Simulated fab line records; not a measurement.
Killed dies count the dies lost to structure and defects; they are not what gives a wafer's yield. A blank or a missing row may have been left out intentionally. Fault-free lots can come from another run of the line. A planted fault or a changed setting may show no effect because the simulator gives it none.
Chamber matching -- flow nand-harc -- 3 sister chambers for NHARC_THIN_TSV_DEP_43 on pecvd-04
The step deposits SiO2, target thk 1328.5 nm. 3 wafers are shown with their chamber, then 9 later ones without.

## WAFERS PAIRED WITH THEIR CHAMBERS
wafer,chamber,throttle-valve-pct (%)
L329.2,0,15.1
L329.4,1,15.7
L329.5,2,15.9

## WAFERS WITHOUT THEIR CHAMBER
wafer,throttle-valve-pct (%)
L330.1,15.6
L330.3,16.0
L330.4,15.1
L336.4,15.9
L336.5,15.7
L336.6,15.1
L339.1,16.0
L339.4,16.0
L339.6,16.0

## EACH ONE'S CHAMBER
wafer,from the rows above,in truth
L330.1,1,1
L330.3,2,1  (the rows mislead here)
L330.4,0,0
L336.4,2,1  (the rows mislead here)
L336.5,1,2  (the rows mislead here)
L336.6,0,0
L339.1,2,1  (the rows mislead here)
L339.4,2,2
L339.6,2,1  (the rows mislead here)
Correctly placed: 4 of 9. Number that these rows cannot place: 0. 5 placed wrongly.
How it was worked out, from the rows above alone: a wafer's distance from a chamber is the root of the sum, over the readings, of the square of ((its reading less the chamber's mean) divided by the reading's scatter). If the next closest chamber is less than 2 further off than the closest, the wafer can't be placed; otherwise it belongs to the closest. For every chamber, the mean is computed from those of its wafers that are shown. The scatter (one wafer shown for each chamber): square how far every hidden wafer sits from the nearest shown wafer, average those squares and take the square root.
